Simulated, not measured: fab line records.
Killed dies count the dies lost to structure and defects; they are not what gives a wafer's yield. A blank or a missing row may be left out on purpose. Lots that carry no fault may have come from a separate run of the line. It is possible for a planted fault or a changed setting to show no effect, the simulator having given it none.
One fault through the eyes of 2 desks | flow nandHarc | what lay behind the numbers comes last; until then each desk has only its own

## FROM THE METROLOGY DESK
What the gauges read, lot by lot, whatever tool the lot ran on: means of the sampled wafers that have a number. Any lot whose mean is over 4 standard deviations away from the usual mean is out of limits and marked OUT; that distance is given in the brackets.
Columns: A = overlayXNm at NHARC_A_BONDPAD_OVL_MEAS_35, usual -1 nm; B = overlayYNm at NHARC_A_BONDPAD_OVL_MEAS_35, usual 1 nm; C = cdNm at NHARC_A_BONDPAD_CD_MEAS_13, usual 499.8 nm
lot  | first seen here | A  | B  | C
L411 | day 22 19:20    | 5  | -2 | 500.2
L408 | day 22 20:54    | -8 | 4  | 499.5
L412 | day 24 02:29    | 0  | 0  | 497.8
L413 | day 24 06:33    | -4 | 6  | 499.8
L415 | day 25 14:31    | -8 | 10 | 499.3
L417 | day 26 06:11    | -1 | 7  | 499.4
L422 | day 27 18:47    | -9 | 4  | 499.6
L425 | day 28 16:55    | -2 | -3 | 498.3
L429 | day 30 13:36    | 7  | 2  | 498.7
L428 | day 30 14:38    | 8  | -6 | 499.8
L431 | day 31 15:40    | -5 | -5 | 500.0
L430 | day 31 20:46    | -1 | -7 | 500.2
Result from this desk: across the 12 lots, nothing is out of limits.

## DESK OF THE TOOL OWNER: rieDiel-07
The tool's own readings at NHARC_A_BONDPAD_STRIP_15 (strips in O2): means of the sampled wafers that have a number, for each lot that ran on this tool. Any lot whose mean is over 4 standard deviations away from the usual mean is out of limits and marked OUT; that distance is given in the brackets.
Columns: A = chamberPressureMTorr at NHARC_A_BONDPAD_STRIP_15, usual 60.00 mTorr; B = drypumpMotorCurrentA at NHARC_A_BONDPAD_STRIP_15, usual 5.9 A; C = mfcArSccm at NHARC_A_BONDPAD_STRIP_15, usual 0.007 sccm; D = oesProductAu at NHARC_A_BONDPAD_STRIP_15, usual 0.999 a.u.; E = rfVppV at NHARC_A_BONDPAD_STRIP_15, usual 57.8 V; F = showerheadPlenumPTorr at NHARC_A_BONDPAD_STRIP_15, usual 3.52 Torr; G = throttleValvePct at NHARC_A_BONDPAD_STRIP_15, usual 17.037 %
lot  | first seen here | A                       | B   | C     | D     | E    | F    | G
L415 | day 25 15:03    | 59.95                   | 5.9 | 0.004 | 1.013 | 57.9 | 3.40 | 17.041
L417 | day 26 06:41    | 60.01                   | 6.0 | 0.003 | 1.002 | 57.9 | 3.58 | 17.042
L422 | day 27 19:17    | 31.66 (-99 or more) OUT | 6.0 | 0.005 | 1.000 | 57.1 | 3.47 | 17.042
L425 | day 28 17:27    | 31.69 (-99 or more) OUT | 5.9 | 0.003 | 0.994 | 57.6 | 3.60 | 17.028
L431 | day 31 16:11    | 59.97                   | 5.9 | 0.000 | 0.990 | 57.5 | 3.61 | 17.042
This desk's finding: out of limits on L422, L425; first on L422, day 27 19:17 (chamberPressureMTorr at NHARC_A_BONDPAD_STRIP_15). Within limits: L415, L417, L431.

## TAKEN TOGETHER
At day 27 19:17, on L422, L425, the tool owner's desk was in a position to raise an alarm.
At the metrology desk, nothing out of limits was observed.
The metrology desk has L422, L425 on record, within its limits.
The lots listed all ran NHARC_A_BONDPAD_STRIP_15 on rieDiel-07.

## WHAT WAS PUT IN BY THE SIMULATOR
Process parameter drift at NHARC_A_BONDPAD_STRIP_15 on rieDiel-07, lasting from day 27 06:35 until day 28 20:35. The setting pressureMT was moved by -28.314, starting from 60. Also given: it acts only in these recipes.
Lots struck among those shown: L422, L425.
How many hours passed from the start of the fault until each desk's first out-of-limits reading: the tool owner's desk, 13.
